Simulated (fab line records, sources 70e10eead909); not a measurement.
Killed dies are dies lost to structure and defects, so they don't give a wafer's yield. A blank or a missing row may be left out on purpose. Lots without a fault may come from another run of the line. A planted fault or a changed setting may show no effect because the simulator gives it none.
Which tool did it? | flow nand_harc | 13 lots, 39 wafers sampled, at 5 steps of a route of 1159

WHAT THE GAUGES READ, wafer by wafer
NHARC_P_ZERO_WELL_CD_MEAS_37: target cd 720 nm.
lot  | measured    | on        | cd_nm (nm)
L577 | day 1 15:50 | cd_sem-03 | 720.4 721.9 721.5
L580 | day 2 10:08 | cd_sem-02 | 720.0 719.8 720.5
L581 | day 2 15:59 | cd_sem-01 | 721.3 722.4 720.6
L582 | day 2 22:07 | cd_sem-02 | 718.7 719.8 720.5
L583 | day 3 04:15 | cd_sem-03 | 718.3 718.9 720.1
L585 | day 3 16:19 | cd_sem-03 | 720.3 720.8 723.0
L587 | day 4 03:53 | cd_sem-02 | 717.9 719.0 718.8
L591 | day 5 04:39 | cd_sem-02 | 721.5 722.7 722.6
L592 | day 5 10:01 | cd_sem-02 | 720.1 720.0 720.4
L594 | day 5 22:01 | cd_sem-03 | 718.7 721.5 720.8
L595 | day 6 04:05 | cd_sem-03 | 718.5 717.4 717.5
L597 | day 6 16:13 | cd_sem-01 | 719.0 718.7 719.6
L598 | day 6 22:14 | cd_sem-02 | 717.8 719.2 717.8

NHARC_END_SORT_01.
lot  | measured     | on        | killed_at_array | killed_at_other | killed_at_periphery | killed_dies | killed_open | killed_short
L585 | day 22 21:32 | prober-01 | 31 27 35        | 0 1 0           | 4 2 4               | 35 30 39    | 4 5 5       | 4 1 2
L587 | day 23 19:10 | prober-01 | 21 21 19        | 4 2 1           | 4 7 5               | 29 30 25    | 7 3 3       | 3 1 0

WHICH TOOL RAN EACH LOT (tool, then ch and the chambers of the sampled wafers, then the start)
lot  | NHARC_P_ZERO_WELL_ETCH_63       | NHARC_P_GATE_HM_DEP_102                                       | NHARC_P_GATE_DESCUM_48
L577 | rie_si-02 ch 0,2,3, day 1 13:34 | acl_dep-03 ch 0, day 4 12:23                                  | rie_diel-12 ch 1,2, day 5 01:34
L580 | rie_si-02 ch 0,2,3, day 2 07:40 | acl_dep-03 ch 0, day 5 03:12                                  | rie_diel-02 ch 0,1,2, day 5 16:33
L581 | rie_si-03 ch 1,2,3, day 2 13:32 | acl_dep-02 ch 0, day 5 17:58                                  | rie_diel-04 ch 0,2,3, day 6 08:53
L582 | rie_si-06 ch 2,3, day 2 19:33   | acl_dep-03 ch 0, day 5 18:03                                  | rie_diel-02 ch 0,1,2, day 6 07:22
L583 | rie_si-03 ch 0,3, day 3 01:41   | acl_dep-02 ch 0, day 6 01:39                                  | rie_diel-12 ch 2,3, day 6 14:48
L585 | rie_si-02 ch 1,2,3, day 3 13:41 | acl_dep-01 ch 0, day 6 19:26 and acl_dep-03 ch 0, day 6 21:24 | rie_diel-12 ch 0,1,2, day 8 01:20
L587 | rie_si-06 ch 1,2, day 4 01:35   | acl_dep-01 ch 0, day 7 08:29 and acl_dep-03 ch 0, day 7 10:56 | rie_diel-12 ch 1,2,3, day 8 07:37
L591 | rie_si-02 ch 0,1, day 5 02:03   | acl_dep-03 ch 0, day 8 09:10                                  | rie_diel-02 ch 1,3, day 8 23:10
L592 | rie_si-02 ch 2,3, day 5 07:34   | acl_dep-01 ch 0, day 8 09:33                                  | rie_diel-02 ch 1,2, day 8 23:01
L594 | rie_si-02 ch 0,3, day 5 19:42   | acl_dep-02 ch 0, day 8 20:07                                  | rie_diel-02 ch 0,1, day 9 10:43
L595 | rie_si-06 ch 0,2, day 6 01:40   | acl_dep-03 ch 0, day 9 05:47                                  | rie_diel-02 ch 1,2,3, day 9 20:05
L597 | rie_si-06 ch 0,1,3, day 6 13:40 | acl_dep-02 ch 0, day 9 15:49                                  | rie_diel-12 ch 1,3, day 10 06:06
L598 | rie_si-03 ch 0,2,3, day 6 19:40 | acl_dep-01 ch 0, day 9 15:56                                  | rie_diel-04 ch 0,2,3, day 10 05:33
- NHARC_P_ZERO_WELL_ETCH_63: etches the open film in HBr/Cl2, target depth 120 nm, time 40.1 s.
- NHARC_P_GATE_HM_DEP_102: deposits aC, target thk 120 nm.
- NHARC_P_GATE_DESCUM_48: chemistry O2, time 3 s.

WHAT THE TOOLS THEMSELVES READ (means of the sampled wafers that have a number; where no wafer has one, the mark that the record gives instead)
NHARC_P_ZERO_WELL_ETCH_63.
lot  | tool      | drypump_motor_current_A (A) | oes_product_au (a.u.) | throttle_valve_pct (%)
L577 | rie_si-02 | 5.9                         | 1.010                 | 26.414
L580 | rie_si-02 | 5.9                         | 1.002                 | 26.407
L581 | rie_si-03 | 6.6                         | 1.001                 | 26.404
L582 | rie_si-06 | 5.6                         | 0.995                 | 26.406
L583 | rie_si-03 | 6.1                         | 0.994                 | 26.415
L585 | rie_si-02 | 5.6                         | 1.002                 | 26.396
L587 | rie_si-06 | 6.0                         | 1.003                 | 26.405
L591 | rie_si-02 | 5.9                         | 0.997                 | 26.401
L592 | rie_si-02 | 5.6                         | 1.000                 | 26.391
L594 | rie_si-02 | 6.1                         | 1.000                 | 26.410
L595 | rie_si-06 | 6.0                         | 1.004                 | 26.414
L597 | rie_si-06 | 5.9                         | 0.992                 | 26.406
L598 | rie_si-03 | 6.1                         | 0.997                 | 26.413

NHARC_P_GATE_HM_DEP_102.
lot  | tool                  | throttle_valve_pct (%)
L577 | acl_dep-03            | 35.001
L580 | acl_dep-03            | 34.998
L581 | acl_dep-02            | 35.000
L582 | acl_dep-03            | 34.997
L583 | acl_dep-02            | 34.997
L585 | acl_dep-01/acl_dep-03 | 35.003
L587 | acl_dep-01/acl_dep-03 | 34.995
L591 | acl_dep-03            | 35.006
L592 | acl_dep-01            | 34.998
L594 | acl_dep-02            | 34.996
L595 | acl_dep-03            | 35.010
L597 | acl_dep-02            | 35.005
L598 | acl_dep-01            | 35.006

NHARC_P_GATE_DESCUM_48.
lot  | tool        | drypump_motor_current_A (A) | oes_product_au (a.u.) | rf_vpp_V (V) | showerhead_plenum_p_Torr (Torr) | throttle_valve_pct (%)
L577 | rie_diel-12 | 5.9                         | 0.999                 | 58.0         | 1.88                            | 11.320
L580 | rie_diel-02 | 5.9                         | 1.001                 | 57.0         | 1.99                            | 11.310
L581 | rie_diel-04 | 5.4                         | 1.007                 | 58.2         | 1.94                            | 11.303
L582 | rie_diel-02 | 5.9                         | 0.992                 | 58.4         | 1.99                            | 11.314
L583 | rie_diel-12 | 5.6                         | 1.006                 | 57.6         | 1.85                            | 11.311
L585 | rie_diel-12 | 5.7                         | 1.009                 | 58.8         | 1.93                            | 11.306
L587 | rie_diel-12 | 5.7                         | 1.007                 | 58.3         | 1.87                            | 11.316
L591 | rie_diel-02 | 5.2                         | 0.995                 | 57.6         | 1.91                            | 11.317
L592 | rie_diel-02 | 5.9                         | 0.996                 | 57.2         | 1.94                            | 11.311
L594 | rie_diel-02 | 5.7                         | 0.993                 | 57.5         | 1.99                            | 11.312
L595 | rie_diel-02 | 5.6                         | 1.001                 | 58.3         | 1.94                            | 11.327
L597 | rie_diel-12 | 5.7                         | 1.008                 | 58.0         | 1.89                            | 11.319
L598 | rie_diel-04 | 5.4                         | 1.010                 | 57.5         | 1.92                            | 11.305

THE ANSWER, worked out from the rows above alone
Rule: what is usual is taken from the lots themselves. Put in order of their means at a reading, lots are off if they are a third of the lots or fewer, leave a main group of 4 or more, and stand apart from it by a gap of 3 or more times the standard deviation of the main group's means; of several such gaps the widest counts. A main group whose means are all the same, to the digits that the tables above print for the reading, isn't used. A lot without any number at a reading at which 4 lots or more have one is off too. The other lots that the step has rows for count as sound. The gauges are gone through in route order, then the tools' own readings, and for those a lot's mean is taken as printed above. The first step at which some lot is off is used, and at that step the reading that is off furthest; a lot without a number counts as furthest.
No lot is off at any reading shown: from this, nothing can be told.

WHAT THE SIMULATOR HAD PUT IN
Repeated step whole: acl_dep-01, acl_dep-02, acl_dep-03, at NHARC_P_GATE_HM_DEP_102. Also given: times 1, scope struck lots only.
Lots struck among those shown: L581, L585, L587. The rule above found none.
